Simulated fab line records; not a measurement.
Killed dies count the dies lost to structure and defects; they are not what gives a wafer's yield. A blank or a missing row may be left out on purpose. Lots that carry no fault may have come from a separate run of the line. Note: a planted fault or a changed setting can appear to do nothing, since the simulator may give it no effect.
A lot that was struck, set against a sound lot -- flow n5_finfet -- 17 out of 1938 route steps
Sound: the wafers L813.4, L813.5, L813.6. Wafers L810.1, L810.5 were the ones struck. The cause is given at the end.
Order at every step that has rows: each side's tool, ch and its chambers, its first start. Under that, the readings that differ: sound wafers -- struck wafers -- difference of the means -- sigmas: that difference in standard deviations of wafers without a fault.
alike: words and numbers the same on both sides, and readings whose means are apart by under 2 such deviations; not compared: readings that were withheld, readings missing a value for some wafer, numbers with overlapping values and no deviation given by the record, and bounds like >300 which may hide the same value.
A row with sigmas, a row that says differs or no value, or rows on one side alone: a step with any of these is where the two part. Non-overlapping numbers with no deviation appear without sigmas and do not part them. A reading missing from all wafers of one side parts the sides only when that side holds two or more wafers.

N5_BEOL_M11_THK_MEAS_53: measures by xrf.
  sound on film_metro-01 at day 15 15:25; struck on film_metro-02 at day 14 20:25
  alike: M11_THK
then, 1 step without rows for these wafers: N5_BEOL_M11_PRE_CLEAN_55 (time 15 s).
N5_BEOL_M11_DEP_56: deposits SiCN from 3MS/NH3, target thk 30 nm, time 10.5 s.
  sound on pecvd-04 ch 0,1,2, day 15 15:29; struck on pecvd-03 ch 0, day 14 20:29
  alike: showerhead_plenum_p_Torr, throttle_valve_pct
N5_BEOL_M11_RS_MEAS_57: measurement is done with a four-point probe.
  sound on film_metro-01 at day 15 15:34; struck on film_metro-02 at day 14 20:32
  alike: M11_RS
N5_BEOL_M11_INSPECT_58: inspects for defects (darkfield).
  sound on defect_inspect-01 at day 15 15:35; struck on defect_inspect-01 at day 14 20:34
  alike: raw_defect_count
N5_BEOL_M12_ILD_DEP_00: deposits SiOC from DEMS/O2, target thk 658.92 nm, time 130.7 s.
  sound on pecvd-03 ch 0,1,2, day 15 15:40; struck on pecvd-01 ch 1, day 14 20:36
  alike: heater_power_outer_w, heater_power_w, showerhead_plenum_p_Torr, throttle_valve_pct
N5_BEOL_M12_THK_MEAS_01:
  sound on film_metro-02 at day 15 15:45; struck on film_metro-01 at day 14 20:47
  alike: M12_ILD_THK
then, 5 steps without rows for these wafers: N5_BEOL_M12_COAT_58 (time 60 s, resist thk 89 nm); N5_BEOL_M12_COAT_04 (resist thk 400 nm); N5_BEOL_M12_EBR_06; N5_BEOL_M12_SOFTBAKE_05 (time 60 s); N5_BEOL_M12_EXPOSE_07 (exposes mask V11).
N5_BEOL_M12_PEB_08: peb time 90 s.
  sound on litho_track-02 ch 0, day 15 15:57; struck on litho_track-03 ch 0, day 14 20:58
reading,sound,struck,difference,sigmas
heater_power_total_W (W),172.2 172.3 173.1,201.2 199.1,+27.6,+35
then, 2 steps without rows for these wafers: N5_BEOL_M12_DEVELOP_09 (develop time 45 s); N5_BEOL_M12_HARDBAKE_14 (time 120 s).
N5_BEOL_M12_CD_MEAS_10 targets a cd of 140 nm.
  sound on cd_sem-03 ch 0, day 15 16:04; struck on cd_sem-02 ch 0, day 14 21:05
reading,sound,struck,difference,sigmas
cd_nm (nm),138.5 139.4 136.4,132.5 133.1,-5.3,-4
N5_BEOL_M12_OVL_MEAS_11:
  sound on overlay-02 ch 0, day 15 16:05; struck on overlay-01 ch 0, day 14 21:07
  alike: V11_OVL

== WHERE THEY PART ==
At N5_BEOL_M12_PEB_08 first; at N5_BEOL_M12_CD_MEAS_10 last (within this record only). Later steps at which nothing parts them and some readings are alike: N5_BEOL_M12_OVL_MEAS_11.

WHY: what the simulator had put in
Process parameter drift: litho_track-03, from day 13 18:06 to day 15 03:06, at N5_BEOL_M12_PEB_08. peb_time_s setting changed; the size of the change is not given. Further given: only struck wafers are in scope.
